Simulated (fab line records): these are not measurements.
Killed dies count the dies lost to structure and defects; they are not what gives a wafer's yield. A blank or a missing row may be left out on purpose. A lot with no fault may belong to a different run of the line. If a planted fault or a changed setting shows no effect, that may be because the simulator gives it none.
A struck lot beside a sound one -- flow nand_harc -- 15 out of 1302 route steps
Sound: the wafers L987.1, L987.2, L987.4. Struck: wafers L980.1, L980.6. (L980.5 of the same lot was not struck and is left out.) The cause comes at the end.
For every step that has rows: the tool of each side, followed by ch and its chambers, followed by its first start. Under that, the readings that differ: sound wafers -- struck wafers -- difference of the means -- sigmas: that difference in standard deviations of wafers without a fault.
alike: a reading whose means differ by less than 2 such deviations, as well as words and numbers matching on both sides. not compared: withheld readings; readings where some wafer has no value; bounds like >300 that might hide an equal value; numbers whose values overlap and for which the record gives no deviation.
The two part at a step that has a row with sigmas, a row that says differs or no value, or rows on one side only. Numbers that don't overlap but have no deviation are shown without sigmas and don't part them. A reading that every wafer of one side lacks parts them only if that side has two wafers or more.

NHARC_P_M0_OVL_MEAS_10: pitch 180 nm.
  sound: overlay-02 at day 12 00:42; struck: overlay-01 at day 8 20:17
  alike: overlay_x_nm, overlay_y_nm
NHARC_P_M0_INSPECT_11:
  sound: defect_inspect-02 at day 12 00:44; struck: defect_inspect-02 at day 8 20:19
  alike: raw_defect_count
then, 1 step without rows for these wafers: NHARC_P_M0_DESCUM_14 (chemistry O2, time 3 s).
NHARC_P_M0_ETCH_34: etches the open film in N2/H2, target depth 40 nm, overetch 12 nm, time 43.94 s.
  sound on rie_diel-11 ch 0,2,3, day 12 00:54; struck on rie_diel-10 ch 0,2, day 8 20:29
  alike: drypump_motor_current_A, oes_product_au, rf_vpp_V, showerhead_plenum_p_Torr, throttle_valve_pct
  not compared: rf_hours_counter_h
NHARC_P_M0_ETCH_15: etches the open film in C4F8/Ar, target depth 150 nm, overetch 15 nm, time 82.5 s.
  sound: rie_diel-11 ch 0,2,3; struck: rie_diel-10 ch 0,3
  alike: oes_product_au, rf_vpp_V
  not compared: rf_hours_counter_h
NHARC_P_M0_CD_MEAS_16:
  sound: cd_sem-03 at day 12 01:08; struck: cd_sem-01 at day 8 20:41
reading,sound,struck,difference,sigmas
cd_nm (nm),89.0 91.0 90.1,87.2 87.1,-2.9,-3
NHARC_P_M0_STRIP_18: strips in N2/H2.
  sound on rie_diel-10 ch 0,1,3, day 12 01:13; struck on rie_diel-11 ch 2,3, day 8 20:47
  alike: drypump_motor_current_A, oes_product_au, rf_vpp_V, showerhead_plenum_p_Torr, throttle_valve_pct
  not compared: rf_hours_counter_h
then, 2 steps without rows for these wafers: NHARC_P_M0_STRIP_19 (strips in post etch residue remover, time 600 s); NHARC_P_M0_DEGAS_28 (time 60 s).
NHARC_P_M0_PRE_CLEAN_29: time 30 s.
  sound on pvd_sputter-02; struck on pvd_sputter-02
  alike: heater_power_w
then, 1 step without rows for these wafers: NHARC_P_M0_PVD_20 (deposits TaN, target thk 5 nm, time 8.06 s).
NHARC_P_M0_PVD_21: deposits Cu, target thk 30 nm, time 20.49 s.
  sound on pvd_sputter-02; struck on pvd_sputter-02
  alike: throttle_valve_pct
NHARC_P_M0_ECD_22: material Cu, target thk 400 nm.
  sound on ecd_cu-02 ch 0,1, day 12 02:07; struck on ecd_cu-01 ch 0, day 8 21:43
  alike: bath_heat_duty_pct
then, 1 step without rows for these wafers: NHARC_P_M0_ANNEAL_30 (time 90 s).
NHARC_P_M0_CMP_23: polishes, t overpolish 20 s, target thk 117.54 nm.
  sound on cmp-01 ch 0,1,2, day 12 02:50; struck on cmp-01 ch 1,2, day 8 22:31
reading,sound,struck,difference,sigmas
time_to_endpoint_s (s),27.4 30.8 30.8,6.0 7.7,-22.8,-9
  alike: motor_current_A, slurry_flow_ml_min
  not compared: pad_life_wafers

## WHERE THEY PART
At NHARC_P_M0_CD_MEAS_16 first; at NHARC_P_M0_CMP_23 last (within this record only).

WHY: the cause the simulator had injected
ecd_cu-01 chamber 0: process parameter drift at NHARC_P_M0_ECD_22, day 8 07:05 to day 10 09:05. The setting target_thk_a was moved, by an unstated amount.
